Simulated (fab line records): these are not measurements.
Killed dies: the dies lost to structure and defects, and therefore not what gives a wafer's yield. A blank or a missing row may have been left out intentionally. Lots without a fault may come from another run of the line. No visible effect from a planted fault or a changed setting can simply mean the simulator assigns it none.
Which tool is to blame? / flow n5 finfet / 72 wafers from 24 lots sampled at 6 of the route's 1938 steps

WHAT THE GAUGES SHOWED, per wafer
N5_BEOL_M8_OCD_MEAS_38. Usual: trench depth nm at 93.8 nm, with a standard deviation of 0.96.
lot=L074; measured=day 9 02:59; on=ocd-01; trench depth nm (nm)=95.5 92.3 93.4; flag=
lot=L076; measured=day 9 15:17; on=ocd-01; trench depth nm (nm)=92.5 92.0 91.3; flag=
lot=L075; measured=day 9 15:29; on=ocd-02; trench depth nm (nm)=93.4 92.4 95.1; flag=
lot=L077; measured=day 10 05:53; on=ocd-01; trench depth nm (nm)=93.7 95.0 93.9; flag=
lot=L079; measured=day 10 14:14; on=ocd-01; trench depth nm (nm)=92.1 93.5 94.1; flag=
lot=L078; measured=day 10 14:22; on=ocd-02; trench depth nm (nm)=92.2 94.1 93.7; flag=
lot=L080; measured=day 10 18:23; on=ocd-02; trench depth nm (nm)=93.3 92.6 94.7; flag=
lot=L081; measured=day 11 10:04; on=ocd-01; trench depth nm (nm)=92.6 95.7 95.4; flag=
lot=L082; measured=day 11 18:50; on=ocd-01; trench depth nm (nm)=94.2 94.2 94.4; flag=
lot=L083; measured=day 12 08:50; on=ocd-01; trench depth nm (nm)=94.3 94.9 94.2; flag=
lot=L084; measured=day 12 14:45; on=ocd-01; trench depth nm (nm)=94.1 93.9 93.8; flag=
lot=L085; measured=day 13 11:28; on=ocd-02; trench depth nm (nm)=94.1 95.4 94.6; flag=
lot=L087; measured=day 13 11:48; on=ocd-02; trench depth nm (nm)=92.0 93.8 91.5; flag=
lot=L086; measured=day 13 11:55; on=ocd-01; trench depth nm (nm)=93.2 94.5 93.9; flag=
lot=L088; measured=day 13 17:44; on=ocd-02; trench depth nm (nm)=94.2 93.8 95.0; flag=
lot=L090; measured=day 13 20:26; on=ocd-01; trench depth nm (nm)=92.5 93.6 92.6; flag=
lot=L089; measured=day 13 20:34; on=ocd-02; trench depth nm (nm)=92.5 91.9 94.3; flag=
lot=L091; measured=day 14 05:37; on=ocd-01; trench depth nm (nm)=94.5 92.9 93.4; flag=
lot=L092; measured=day 14 06:10; on=ocd-02; trench depth nm (nm)=93.9 94.9 94.6; flag=
lot=L093; measured=day 14 13:53; on=ocd-02; trench depth nm (nm)=93.7 94.0 93.5; flag=
lot=L094; measured=day 14 13:58; on=ocd-01; trench depth nm (nm)=94.1 92.3 93.2; flag=
lot=L095; measured=day 15 00:08; on=ocd-02; trench depth nm (nm)=92.8 94.1 93.2; flag=
lot=L096; measured=day 15 16:53; on=ocd-01; trench depth nm (nm)=94.1 93.1 93.1; flag=
lot=L097; measured=day 16 03:10; on=ocd-01; trench depth nm (nm)=93.4 93.0 93.8; flag=

N5_BEOL_M9_THK_MEAS_01. Usual: for M9_ILD_THK the level is 267.3 nm and the standard deviation is 3.
lot=L074; measured=day 9 09:16; on=film metro-01; M9_ILD_THK (nm)=267.8 267.5 271.3; flag=
lot=L076; measured=day 9 18:41; on=film metro-01; M9_ILD_THK (nm)=261.1 267.5 270.2; flag=
lot=L075; measured=day 9 19:07; on=film metro-01; M9_ILD_THK (nm)=267.1 271.3 269.3; flag=
lot=L077; measured=day 10 09:44; on=film metro-02; M9_ILD_THK (nm)=265.6 273.5 268.2; flag=
lot=L079; measured=day 10 20:13; on=film metro-01; M9_ILD_THK (nm)=265.8 268.6 271.1; flag=
lot=L078; measured=day 10 20:26; on=film metro-01; M9_ILD_THK (nm)=265.0 263.2 269.2; flag=
lot=L080; measured=day 10 22:03; on=film metro-02; M9_ILD_THK (nm)=266.4 265.2 268.1; flag=
lot=L081; measured=day 11 14:22; on=film metro-01; M9_ILD_THK (nm)=269.0 264.8 269.5; flag=
lot=L082; measured=day 11 22:20; on=film metro-02; M9_ILD_THK (nm)=268.0 267.4 270.7; flag=
lot=L083; measured=day 12 13:00; on=film metro-02; M9_ILD_THK (nm)=263.8 264.0 265.6; flag=
lot=L084; measured=day 12 18:44; on=film metro-01; M9_ILD_THK (nm)=267.8 268.0 270.7; flag=
lot=L085; measured=day 13 14:26; on=film metro-02; M9_ILD_THK (nm)=265.8 272.7 270.7; flag=
lot=L087; measured=day 13 14:41; on=film metro-02; M9_ILD_THK (nm)=268.2 274.0 271.0; flag=
lot=L086; measured=day 13 15:41; on=film metro-01; M9_ILD_THK (nm)=263.4 265.8 269.9; flag=
lot=L088; measured=day 13 20:42; on=film metro-02; M9_ILD_THK (nm)=265.4 263.2 270.5; flag=
lot=L090; measured=day 13 23:45; on=film metro-01; M9_ILD_THK (nm)=261.5 265.2 264.4; flag=
lot=L089; measured=day 14 00:10; on=film metro-02; M9_ILD_THK (nm)=265.2 269.4 267.4; flag=
lot=L091; measured=day 14 08:48; on=film metro-01; M9_ILD_THK (nm)=267.8 268.0 271.7; flag=
lot=L092; measured=day 14 09:31; on=film metro-01; M9_ILD_THK (nm)=267.2 265.1 270.2; flag=
lot=L093; measured=day 14 17:30; on=film metro-02; M9_ILD_THK (nm)=265.7 261.1 268.3; flag=
lot=L094; measured=day 14 19:24; on=film metro-02; M9_ILD_THK (nm)=267.9 262.0 270.8; flag=
lot=L095; measured=day 15 04:03; on=film metro-02; M9_ILD_THK (nm)=262.3 260.5 267.7; flag=
lot=L096; measured=day 15 21:10; on=film metro-01; M9_ILD_THK (nm)=261.5 270.5 265.1; flag=
lot=L097; measured=day 16 06:38; on=film metro-01; M9_ILD_THK (nm)=264.7 271.1 267.3; flag=

N5_BEOL_M9_OVL_MEAS_12. Usual: for M9_OVL the level is 0.4 nm and the standard deviation is 0.76.
lot=L074; measured=day 9 09:59; on=overlay-02; M9_OVL (nm)=-0.2 0.3 0.4; flag=
lot=L076; measured=day 9 21:41; on=overlay-01; M9_OVL (nm)=0.0 0.5 -0.9; flag=
lot=L075; measured=day 9 21:52; on=overlay-01; M9_OVL (nm)=-0.3 -0.2 0.1; flag=
lot=L077; measured=day 10 11:19; on=overlay-01; M9_OVL (nm)=-0.1 0.3 0.2; flag=
lot=L079; measured=day 10 20:46; on=overlay-02; M9_OVL (nm)=0.6 1.2 1.6; flag=
lot=L078; measured=day 10 21:07; on=overlay-02; M9_OVL (nm)=0.7 0.3 1.5; flag=
lot=L080; measured=day 11 00:37; on=overlay-02; M9_OVL (nm)=0.4 0.6 0.7; flag=
lot=L081; measured=day 11 15:52; on=overlay-01; M9_OVL (nm)=0.3 0.8 0.6; flag=
lot=L082; measured=day 11 23:07; on=overlay-01; M9_OVL (nm)=1.3 0.8 0.7; flag=
lot=L083; measured=day 12 15:23; on=overlay-02; M9_OVL (nm)=0.4 1.5 -0.1; flag=
lot=L084; measured=day 12 20:14; on=overlay-02; M9_OVL (nm)=-0.4 -1.0 0.5; flag=
lot=L085; measured=day 13 18:12; on=overlay-01; M9_OVL (nm)=0.9 0.4 0.5; flag=
lot=L087; measured=day 13 18:14; on=overlay-02; M9_OVL (nm)=0.5 -0.3 1.5; flag=
lot=L086; measured=day 13 18:34; on=overlay-02; M9_OVL (nm)=0.3 1.0 0.6; flag=
lot=L088; measured=day 13 21:38; on=overlay-02; M9_OVL (nm)=1.9 1.6 1.0; flag=
lot=L090; measured=day 14 01:10; on=overlay-01; M9_OVL (nm)=0.5 1.2 1.1; flag=
lot=L089; measured=day 14 01:20; on=overlay-02; M9_OVL (nm)=-0.5 0.3 0.5; flag=
lot=L091; measured=day 14 09:59; on=overlay-02; M9_OVL (nm)=1.3 1.8 1.4; flag=
lot=L092; measured=day 14 10:38; on=overlay-02; M9_OVL (nm)=0.1 -0.7 -0.4; flag=
lot=L093; measured=day 14 20:00; on=overlay-02; M9_OVL (nm)=-0.4 0.2 1.0; flag=
lot=L094; measured=day 14 20:14; on=overlay-01; M9_OVL (nm)=1.5 0.1 -0.7; flag=
lot=L095; measured=day 15 05:33; on=overlay-02; M9_OVL (nm)=-0.4 -0.7 -0.4; flag=
lot=L096; measured=day 15 22:46; on=overlay-01; M9_OVL (nm)=1.7 1.8 0.2; flag=
lot=L097; measured=day 16 09:06; on=overlay-02; M9_OVL (nm)=1.5 0.2 0.4; flag=

N5_BEOL_M9_OVL_MEAS_29. Usual: for V8_OVL the level is 0.1 nm and the standard deviation is 0.66.
lot=L074; measured=day 9 14:02; on=overlay-02; V8_OVL (nm)=-0.1 -0.6 -1.0; flag=
lot=L076; measured=day 9 22:52; on=overlay-01; V8_OVL (nm)=-0.1 -1.2 0.0; flag=
lot=L075; measured=day 9 23:05; on=overlay-02; V8_OVL (nm)=0.1 0.4 0.0; flag=
lot=L077; measured=day 10 13:35; on=overlay-02; V8_OVL (nm)=1.1 0.3 0.6; flag=
lot=L079; measured=day 11 00:44; on=overlay-01; V8_OVL (nm)=1.0 0.4 0.0; flag=
lot=L078; measured=day 11 00:33; on=overlay-01; V8_OVL (nm)=-0.4 0.2 -0.4; flag=
lot=L080; measured=day 11 01:38; on=overlay-01; V8_OVL (nm)=-0.2 -0.2 0.1; flag=
lot=L081; measured=day 11 18:19; on=overlay-02; V8_OVL (nm)=0.7 1.0 0.6; flag=
lot=L082; measured=day 12 01:47; on=overlay-01; V8_OVL (nm)=-0.8 -0.6 -0.5; flag=
lot=L083; measured=day 12 16:22; on=overlay-01; V8_OVL (nm)=-0.2 -0.4 -0.8; flag=
lot=L084; measured=day 12 22:40; on=overlay-02; V8_OVL (nm)=0.0 0.1 0.0; flag=
lot=L085; measured=day 13 19:12; on=overlay-01; V8_OVL (nm)=0.3 0.4 0.2; flag=
lot=L087; measured=day 13 19:25; on=overlay-02; V8_OVL (nm)=0.5 -0.4 -0.2; flag=
lot=L086; measured=day 13 20:30; on=overlay-01; V8_OVL (nm)=0.8 1.0 1.1; flag=
lot=L088; measured=day 13 23:00; on=overlay-01; V8_OVL (nm)=0.9 0.6 0.8; flag=
lot=L090; measured=day 14 02:40; on=overlay-01; V8_OVL (nm)=-0.2 -0.4 0.3; flag=
lot=L089; measured=day 14 02:44; on=overlay-02; V8_OVL (nm)=-0.1 -0.4 -0.4; flag=
lot=L091; measured=day 14 12:24; on=overlay-02; V8_OVL (nm)=-0.8 -0.1 0.4; flag=
lot=L092; measured=day 14 12:22; on=overlay-01; V8_OVL (nm)=0.8 1.1 1.3; flag=
lot=L093; measured=day 14 23:40; on=overlay-01; V8_OVL (nm)=-1.3 -0.8 -1.0; flag=
lot=L094; measured=day 15 00:21; on=overlay-02; V8_OVL (nm)=-0.6 -0.4 -0.7; flag=
lot=L095; measured=day 15 06:32; on=overlay-02; V8_OVL (nm)=1.0 0.8 0.9; flag=
lot=L096; measured=day 16 02:35; on=overlay-01; V8_OVL (nm)=-0.3 0.1 0.6; flag=
lot=L097; measured=day 16 13:40; on=overlay-02; V8_OVL (nm)=0.2 0.0 0.1; flag=

WHAT TOOL EACH LOT RAN ON (gives the tool, then ch and the chambers of the sampled wafers, and finally the start)
lot=L074; N5_BEOL_M8_SPUTTER_48=pvd sputter-03, day 9 07:40; N5_BEOL_M8_ANNEAL_51=rtp anneal-02 ch 0, day 9 07:55
lot=L076; N5_BEOL_M8_SPUTTER_48=pvd sputter-03, day 9 17:02; N5_BEOL_M8_ANNEAL_51=rtp anneal-02 ch 0, day 9 17:17
lot=L075; N5_BEOL_M8_SPUTTER_48=pvd sputter-03, day 9 17:20; N5_BEOL_M8_ANNEAL_51=rtp anneal-01 ch 0, day 9 17:42
lot=L077; N5_BEOL_M8_SPUTTER_48=pvd sputter-02, day 10 07:47; N5_BEOL_M8_ANNEAL_51=rtp anneal-02 ch 0, day 10 08:19
lot=L079; N5_BEOL_M8_SPUTTER_48=pvd sputter-03, day 10 17:37; N5_BEOL_M8_ANNEAL_51=rtp anneal-02 ch 0, day 10 17:55
lot=L078; N5_BEOL_M8_SPUTTER_48=pvd sputter-02, day 10 17:46; N5_BEOL_M8_ANNEAL_51=rtp anneal-01 ch 0, day 10 17:59
lot=L080; N5_BEOL_M8_SPUTTER_48=pvd sputter-02, day 10 20:28; N5_BEOL_M8_ANNEAL_51=rtp anneal-01 ch 0, day 10 20:40
lot=L081; N5_BEOL_M8_SPUTTER_48=pvd sputter-01, day 11 11:33; N5_BEOL_M8_ANNEAL_51=rtp anneal-02 ch 0, day 11 11:59
lot=L082; N5_BEOL_M8_SPUTTER_48=pvd sputter-02, day 11 20:30; N5_BEOL_M8_ANNEAL_51=rtp anneal-02 ch 0, day 11 20:43
lot=L083; N5_BEOL_M8_SPUTTER_48=pvd sputter-03, day 12 10:32; N5_BEOL_M8_ANNEAL_51=rtp anneal-01 ch 0, day 12 11:35
lot=L084; N5_BEOL_M8_SPUTTER_48=pvd sputter-02, day 12 16:24; N5_BEOL_M8_ANNEAL_51=rtp anneal-01 ch 0, day 12 16:53
lot=L085; N5_BEOL_M8_SPUTTER_48=pvd sputter-01, day 13 12:47; N5_BEOL_M8_ANNEAL_51=rtp anneal-02 ch 0, day 13 13:08
lot=L087; N5_BEOL_M8_SPUTTER_48=pvd sputter-01, day 13 13:00; N5_BEOL_M8_ANNEAL_51=rtp anneal-02 ch 0, day 13 13:24
lot=L086; N5_BEOL_M8_SPUTTER_48=pvd sputter-02, day 13 13:23; N5_BEOL_M8_ANNEAL_51=rtp anneal-02 ch 0, day 13 14:18
lot=L088; N5_BEOL_M8_SPUTTER_48=pvd sputter-01, day 13 19:01; N5_BEOL_M8_ANNEAL_51=rtp anneal-01 ch 0, day 13 19:19
lot=L090; N5_BEOL_M8_SPUTTER_48=pvd sputter-01, day 13 21:52; N5_BEOL_M8_ANNEAL_51=rtp anneal-02 ch 0, day 13 22:22
lot=L089; N5_BEOL_M8_SPUTTER_48=pvd sputter-03, day 13 22:02; N5_BEOL_M8_ANNEAL_51=rtp anneal-01 ch 0, day 13 22:53
lot=L091; N5_BEOL_M8_SPUTTER_48=pvd sputter-02, day 14 07:13; N5_BEOL_M8_ANNEAL_51=rtp anneal-01 ch 0, day 14 07:26
lot=L092; N5_BEOL_M8_SPUTTER_48=pvd sputter-03, day 14 07:55; N5_BEOL_M8_ANNEAL_51=rtp anneal-02 ch 0, day 14 08:08
lot=L093; N5_BEOL_M8_SPUTTER_48=pvd sputter-03, day 14 15:26; N5_BEOL_M8_ANNEAL_51=rtp anneal-02 ch 0, day 14 16:07
lot=L094; N5_BEOL_M8_SPUTTER_48=pvd sputter-02, day 14 15:31; N5_BEOL_M8_ANNEAL_51=rtp anneal-02 ch 0, day 14 16:23
lot=L095; N5_BEOL_M8_SPUTTER_48=pvd sputter-03, day 15 01:59; N5_BEOL_M8_ANNEAL_51=rtp anneal-01 ch 0, day 15 02:11
lot=L096; N5_BEOL_M8_SPUTTER_48=pvd sputter-01, day 15 18:55; N5_BEOL_M8_ANNEAL_51=rtp anneal-01 ch 0, day 15 19:34
lot=L097; N5_BEOL_M8_SPUTTER_48=pvd sputter-02, day 16 04:39; N5_BEOL_M8_ANNEAL_51=rtp anneal-01 ch 0, day 16 05:16
- N5_BEOL_M8_SPUTTER_48: material Cu, target thk 10 nm, time 1.667 s.
- N5_BEOL_M8_ANNEAL_51: time 90 s.

AS READ BY THE TOOLS THEMSELVES (means over the sampled wafers that have a number; for cases with no such wafer, the mark the record gives instead)
N5_BEOL_M8_SPUTTER_48. Usual: cathode dc power W 26001 W, standard deviation 5; chuck gas flow sccm 1.24 sccm, standard deviation 0.054; susceptor temp C -19.99 C, standard deviation 0.1; throttle valve pct 29.6 %, standard deviation 1.
lot=L074; tool=pvd sputter-03; cathode dc power W (W)=26003; chuck gas flow sccm (sccm)=1.30; susceptor temp C (C)=-19.99; throttle valve pct (%)=30.4; flag=
lot=L076; tool=pvd sputter-03; cathode dc power W (W)=26004; chuck gas flow sccm (sccm)=1.23; susceptor temp C (C)=-20.04; throttle valve pct (%)=30.5; flag=
lot=L075; tool=pvd sputter-03; cathode dc power W (W)=25998; chuck gas flow sccm (sccm)=1.24; susceptor temp C (C)=-19.97; throttle valve pct (%)=30.6; flag=
lot=L077; tool=pvd sputter-02; cathode dc power W (W)=26001; chuck gas flow sccm (sccm)=1.23; susceptor temp C (C)=-20.00; throttle valve pct (%)=28.5; flag=
lot=L079; tool=pvd sputter-03; cathode dc power W (W)=25995; chuck gas flow sccm (sccm)=1.24; susceptor temp C (C)=-19.99; throttle valve pct (%)=29.5; flag=
lot=L078; tool=pvd sputter-02; cathode dc power W (W)=26003; chuck gas flow sccm (sccm)=1.21; susceptor temp C (C)=-19.97; throttle valve pct (%)=28.8; flag=
lot=L080; tool=pvd sputter-02; cathode dc power W (W)=26009; chuck gas flow sccm (sccm)=1.22; susceptor temp C (C)=-19.95; throttle valve pct (%)=28.9; flag=
lot=L081; tool=pvd sputter-01; cathode dc power W (W)=25999; chuck gas flow sccm (sccm)=1.21; susceptor temp C (C)=-20.07; throttle valve pct (%)=30.1; flag=
lot=L082; tool=pvd sputter-02; cathode dc power W (W)=25998; chuck gas flow sccm (sccm)=1.23; susceptor temp C (C)=-19.97; throttle valve pct (%)=28.7; flag=
lot=L083; tool=pvd sputter-03; cathode dc power W (W)=26005; chuck gas flow sccm (sccm)=1.28; susceptor temp C (C)=-20.05; throttle valve pct (%)=30.3; flag=
lot=L084; tool=pvd sputter-02; cathode dc power W (W)=26001; chuck gas flow sccm (sccm)=1.26; susceptor temp C (C)=-19.99; throttle valve pct (%)=29.3; flag=
lot=L085; tool=pvd sputter-01; cathode dc power W (W)=26005; chuck gas flow sccm (sccm)=1.30; susceptor temp C (C)=-19.89; throttle valve pct (%)=29.4; flag=
lot=L087; tool=pvd sputter-01; cathode dc power W (W)=26000; chuck gas flow sccm (sccm)=1.23; susceptor temp C (C)=-19.99; throttle valve pct (%)=30.0; flag=
lot=L086; tool=pvd sputter-02; cathode dc power W (W)=26003; chuck gas flow sccm (sccm)=1.24; susceptor temp C (C)=-19.97; throttle valve pct (%)=29.3; flag=
lot=L088; tool=pvd sputter-01; cathode dc power W (W)=26004; chuck gas flow sccm (sccm)=1.24; susceptor temp C (C)=-20.03; throttle valve pct (%)=29.3; flag=
lot=L090; tool=pvd sputter-01; cathode dc power W (W)=26001; chuck gas flow sccm (sccm)=1.28; susceptor temp C (C)=-19.97; throttle valve pct (%)=29.5; flag=
lot=L089; tool=pvd sputter-03; cathode dc power W (W)=25995; chuck gas flow sccm (sccm)=1.28; susceptor temp C (C)=-19.99; throttle valve pct (%)=30.2; flag=
lot=L091; tool=pvd sputter-02; cathode dc power W (W)=26001; chuck gas flow sccm (sccm)=1.22; susceptor temp C (C)=-20.11; throttle valve pct (%)=28.8; flag=
lot=L092; tool=pvd sputter-03; cathode dc power W (W)=26001; chuck gas flow sccm (sccm)=1.29; susceptor temp C (C)=-19.97; throttle valve pct (%)=29.6; flag=
lot=L093; tool=pvd sputter-03; cathode dc power W (W)=26002; chuck gas flow sccm (sccm)=1.24; susceptor temp C (C)=-20.02; throttle valve pct (%)=30.2; flag=
lot=L094; tool=pvd sputter-02; cathode dc power W (W)=26000; chuck gas flow sccm (sccm)=1.24; susceptor temp C (C)=-19.97; throttle valve pct (%)=29.4; flag=
lot=L095; tool=pvd sputter-03; cathode dc power W (W)=26002; chuck gas flow sccm (sccm)=1.24; susceptor temp C (C)=-20.12; throttle valve pct (%)=29.6; flag=
lot=L096; tool=pvd sputter-01; cathode dc power W (W)=25999; chuck gas flow sccm (sccm)=1.21; susceptor temp C (C)=-19.95; throttle valve pct (%)=29.4; flag=
lot=L097; tool=pvd sputter-02; cathode dc power W (W)=26006; chuck gas flow sccm (sccm)=1.24; susceptor temp C (C)=-19.95; throttle valve pct (%)=29.2; flag=

N5_BEOL_M8_ANNEAL_51. Usual: wafer_temp_C_max at 226.09, with a standard deviation of 0.26.
lot=L074; tool=rtp anneal-02; wafer_temp_C_max=226.06; flag=
lot=L076; tool=rtp anneal-02; wafer_temp_C_max=225.93; flag=
lot=L075; tool=rtp anneal-01; wafer_temp_C_max=226.25; flag=
lot=L077; tool=rtp anneal-02; wafer_temp_C_max=226.26; flag=
lot=L079; tool=rtp anneal-02; wafer_temp_C_max=225.86; flag=
lot=L078; tool=rtp anneal-01; wafer_temp_C_max=226.09; flag=
lot=L080; tool=rtp anneal-01; wafer_temp_C_max=226.27; flag=
lot=L081; tool=rtp anneal-02; wafer_temp_C_max=225.99; flag=
lot=L082; tool=rtp anneal-02; wafer_temp_C_max=226.16; flag=
lot=L083; tool=rtp anneal-01; wafer_temp_C_max=226.06; flag=
lot=L084; tool=rtp anneal-01; wafer_temp_C_max=226.46; flag=
lot=L085; tool=rtp anneal-02; wafer_temp_C_max=226.18; flag=
lot=L087; tool=rtp anneal-02; wafer_temp_C_max=225.99; flag=
lot=L086; tool=rtp anneal-02; wafer_temp_C_max=226.08; flag=
lot=L088; tool=rtp anneal-01; wafer_temp_C_max=225.81; flag=
lot=L090; tool=rtp anneal-02; wafer_temp_C_max=225.96; flag=
lot=L089; tool=rtp anneal-01; wafer_temp_C_max=226.08; flag=
lot=L091; tool=rtp anneal-01; wafer_temp_C_max=226.46; flag=
lot=L092; tool=rtp anneal-02; wafer_temp_C_max=226.01; flag=
lot=L093; tool=rtp anneal-02; wafer_temp_C_max=225.96; flag=
lot=L094; tool=rtp anneal-02; wafer_temp_C_max=225.77; flag=
lot=L095; tool=rtp anneal-01; wafer_temp_C_max=226.41; flag=
lot=L096; tool=rtp anneal-01; wafer_temp_C_max=226.12; flag=
lot=L097; tool=rtp anneal-01; wafer_temp_C_max=226.04; flag=

THE ANSWER, worked out from the rows above alone
Rule: lot off if the mean of its wafers having a number is beyond 3 standard deviations from the usual mean. Also off: a lot with no number at a reading for which 4 or more lots have one. Any other lot the step has rows for is counted as sound. The gauges are gone through in route order, then the tools' own readings, and for those a lot's mean is taken as printed above. At the first step where some lot is off, the reading lying furthest off is the one used; lots without a number count as furthest.
None of the lots is off at any reading shown; this tells nothing.

WHAT WAS PUT IN BY THE SIMULATOR
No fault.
